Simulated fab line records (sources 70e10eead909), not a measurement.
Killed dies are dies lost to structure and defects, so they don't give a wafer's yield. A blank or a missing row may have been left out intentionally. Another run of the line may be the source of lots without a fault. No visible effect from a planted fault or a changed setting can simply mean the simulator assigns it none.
Which tool was responsible? || flow nandHarc || Sampling: 14 lots, 42 wafers, 2 of 1302 route steps

== WHAT THE GAUGES SHOWED, per wafer ==
NHARC_P_M1_INSPECT_27. Usual: rawDefectCount 278, standard deviation 110.
{"lot": "L741", "measured": "day 6 22:23", "on": "defectInspect-02", "rawDefectCount": "173 216 148", "flag": ""}
{"lot": "L743", "measured": "day 7 16:20", "on": "defectInspect-02", "rawDefectCount": "178 247 169", "flag": ""}
{"lot": "L744", "measured": "day 8 02:44", "on": "defectInspect-01", "rawDefectCount": "378 281 249", "flag": ""}
{"lot": "L745", "measured": "day 8 18:31", "on": "defectInspect-02", "rawDefectCount": "265 403 187", "flag": ""}
{"lot": "L746", "measured": "day 8 20:40", "on": "defectInspect-02", "rawDefectCount": "203 249 146", "flag": ""}
{"lot": "L747", "measured": "day 9 02:39", "on": "defectInspect-02", "rawDefectCount": "331 125 161", "flag": ""}
{"lot": "L748", "measured": "day 9 19:08", "on": "defectInspect-02", "rawDefectCount": "214 320 242", "flag": ""}
{"lot": "L749", "measured": "day 10 05:32", "on": "defectInspect-01", "rawDefectCount": "308 249 308", "flag": ""}
{"lot": "L750", "measured": "day 10 05:47", "on": "defectInspect-01", "rawDefectCount": "489 370 414", "flag": ""}
{"lot": "L751", "measured": "day 10 21:49", "on": "defectInspect-01", "rawDefectCount": "254 214 113", "flag": ""}
{"lot": "L752", "measured": "day 11 06:51", "on": "defectInspect-02", "rawDefectCount": "330 318 215", "flag": ""}
{"lot": "L754", "measured": "day 12 09:32", "on": "defectInspect-02", "rawDefectCount": "108 111 154", "flag": ""}
{"lot": "L761", "measured": "day 14 22:18", "on": "defectInspect-01", "rawDefectCount": "720 284 323", "flag": ""}
{"lot": "L762", "measured": "day 15 18:25", "on": "defectInspect-02", "rawDefectCount": "200 291 303", "flag": ""}

NHARC_P_M2_OVL_MEAS_10: pitch 340 nm. Usual: overlayXNm 0.1 nm, standard deviation 0.75; overlayYNm 0.1 nm, standard deviation 0.73.
{"lot": "L741", "measured": "day 6 23:44", "on": "overlay-02", "overlayXNm (nm)": "-1.6 -1.7 -1.4", "overlayYNm (nm)": "-0.7 -1.0 -1.1", "flag": ""}
{"lot": "L743", "measured": "day 7 17:49", "on": "overlay-02", "overlayXNm (nm)": "0.1 0.8 0.9", "overlayYNm (nm)": "-0.8 -0.6 -0.4", "flag": ""}
{"lot": "L744", "measured": "day 8 04:05", "on": "overlay-02", "overlayXNm (nm)": "0.0 0.6 -0.1", "overlayYNm (nm)": "-0.2 -0.1 0.0", "flag": ""}
{"lot": "L745", "measured": "day 8 20:03", "on": "overlay-02", "overlayXNm (nm)": "-0.2 -0.8 0.0", "overlayYNm (nm)": "0.5 1.1 1.1", "flag": ""}
{"lot": "L746", "measured": "day 8 22:26", "on": "overlay-02", "overlayXNm (nm)": "0.3 0.6 -0.3", "overlayYNm (nm)": "-0.3 -0.1 -0.3", "flag": ""}
{"lot": "L747", "measured": "day 9 04:07", "on": "overlay-02", "overlayXNm (nm)": "0.6 0.1 0.7", "overlayYNm (nm)": "0.3 0.0 0.0", "flag": ""}
{"lot": "L748", "measured": "day 9 20:37", "on": "overlay-01", "overlayXNm (nm)": "-1.2 -1.7 -1.4", "overlayYNm (nm)": "-0.3 -0.8 -0.4", "flag": ""}
{"lot": "L749", "measured": "day 10 06:53", "on": "overlay-02", "overlayXNm (nm)": "0.1 0.2 0.0", "overlayYNm (nm)": "1.5 2.2 0.9", "flag": ""}
{"lot": "L750", "measured": "day 10 07:26", "on": "overlay-02", "overlayXNm (nm)": "0.4 0.6 0.5", "overlayYNm (nm)": "0.6 0.7 1.1", "flag": ""}
{"lot": "L751", "measured": "day 10 23:09", "on": "overlay-02", "overlayXNm (nm)": "1.9 1.5 1.9", "overlayYNm (nm)": "0.6 -0.1 -0.3", "flag": ""}
{"lot": "L752", "measured": "day 11 08:19", "on": "overlay-02", "overlayXNm (nm)": "0.3 0.3 0.8", "overlayYNm (nm)": "0.7 0.4 0.1", "flag": ""}
{"lot": "L754", "measured": "day 12 10:59", "on": "overlay-02", "overlayXNm (nm)": "-0.1 -0.5 -0.7", "overlayYNm (nm)": "1.6 1.2 1.2", "flag": ""}
{"lot": "L761", "measured": "day 14 23:47", "on": "overlay-01", "overlayXNm (nm)": "-0.2 -0.4 0.1", "overlayYNm (nm)": "0.0 0.5 -0.5", "flag": ""}
{"lot": "L762", "measured": "day 15 19:55", "on": "overlay-01", "overlayXNm (nm)": "0.7 1.5 1.5", "overlayYNm (nm)": "-0.3 0.2 -0.5", "flag": ""}

== WHAT TOOL EACH LOT RAN ON (gives the tool, then ch and the chambers of the sampled wafers, and finally the start) ==
Record: no process step prior to these readings.

== AS READ BY THE TOOLS THEMSELVES (means over the sampled wafers that have a number; for cases with no such wafer, the mark the record gives instead) ==
The record holds no such reading with a usual standard deviation.

== THE ANSWER, worked out from the rows above alone ==
Rule: a lot counts as off when the mean over its wafers that have a number is more than 3 standard deviations away from the usual mean. Also off: a lot with no number at a reading for which 4 or more lots have one. The other lots that the step has rows for count as sound. The gauges are gone through in route order, then the tools' own readings, and for those a lot's mean is taken as printed above. The first step at which some lot is off is used, and at that step the reading that is off furthest; a lot without a number counts as furthest.
Across all readings shown, no lot is off: no conclusion can be drawn from this.

== WHAT HAD BEEN PUT IN BY THE SIMULATOR ==
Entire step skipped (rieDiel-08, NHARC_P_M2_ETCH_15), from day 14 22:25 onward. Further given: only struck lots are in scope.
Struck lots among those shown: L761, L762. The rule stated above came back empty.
